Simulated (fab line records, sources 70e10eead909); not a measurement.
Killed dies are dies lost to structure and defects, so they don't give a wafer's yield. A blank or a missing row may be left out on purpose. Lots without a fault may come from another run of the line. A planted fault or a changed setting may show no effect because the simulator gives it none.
Which tool did it? | flow nand_harc | 24 lots, 72 wafers sampled, at 1 step of a route of 1159

WHAT THE GAUGES READ, wafer by wafer
NHARC_P_GATE_CD_MEAS_59: target cd 720 nm.
lot  | measured     | on        | cd_nm (nm)
L074 | day 5 09:04  | cd_sem-03 | 719.9 720.7 718.3
L076 | day 5 15:34  | cd_sem-01 | 720.4 717.3 719.8
L075 | day 5 15:37  | cd_sem-02 | 721.0 719.9 719.1
L077 | day 6 00:11  | cd_sem-02 | 716.6 719.5 718.7
L079 | day 6 06:35  | cd_sem-03 | 718.2 718.9 717.8
L078 | day 6 07:07  | cd_sem-03 | 721.8 722.5 723.4
L080 | day 6 18:20  | cd_sem-02 | 719.8 719.5 720.6
L081 | day 7 04:48  | cd_sem-01 | 717.7 718.1 718.7
L082 | day 7 05:01  | cd_sem-03 | 716.4 718.2 716.6
L083 | day 7 16:20  | cd_sem-02 | 719.2 719.0 717.6
L084 | day 7 16:51  | cd_sem-01 | 720.6 722.5 719.5
L087 | day 8 11:34  | cd_sem-01 | 719.4 717.8 718.8
L088 | day 8 11:52  | cd_sem-01 | 718.4 720.6 718.5
L086 | day 8 12:11  | cd_sem-02 | 718.4 716.9 717.7
L085 | day 8 18:11  | cd_sem-01 | 718.7 716.0 721.2
L089 | day 9 04:26  | cd_sem-03 | 720.8 721.4 720.6
L091 | day 9 10:33  | cd_sem-02 | 718.0 718.1 718.0
L090 | day 9 11:15  | cd_sem-02 | 717.1 719.1 716.1
L093 | day 9 22:35  | cd_sem-01 | 720.0 719.7 720.8
L092 | day 9 22:46  | cd_sem-01 | 718.5 718.5 719.0
L094 | day 10 05:47 | cd_sem-02 | 718.4 718.8 718.3
L097 | day 10 20:24 | cd_sem-02 | 718.3 717.6 713.7
L095 | day 10 20:48 | cd_sem-03 | 719.1 718.3 719.8
L096 | day 11 04:50 | cd_sem-02 | 716.3 717.7 719.6

WHICH TOOL RAN EACH LOT (tool, then ch and the chambers of the sampled wafers, then the start)
The record holds no process step before these readings.

WHAT THE TOOLS THEMSELVES READ (means of the sampled wafers that have a number; where no wafer has one, the mark that the record gives instead)
The record holds no such reading with a usual standard deviation.

THE ANSWER, worked out from the rows above alone
Rule: what is usual is taken from the lots themselves. Put in order of their means at a reading, lots are off if they are a third of the lots or fewer, leave a main group of 4 or more, and stand apart from it by a gap of 3 or more times the standard deviation of the main group's means; of several such gaps the widest counts. A main group whose means are all the same, to the digits that the tables above print for the reading, isn't used. A lot without any number at a reading at which 4 lots or more have one is off too. The other lots that the step has rows for count as sound. The gauges are gone through in route order, then the tools' own readings, and for those a lot's mean is taken as printed above. The first step at which some lot is off is used, and at that step the reading that is off furthest; a lot without a number counts as furthest.
No lot is off at any reading shown: from this, nothing can be told.

WHAT THE SIMULATOR HAD PUT IN
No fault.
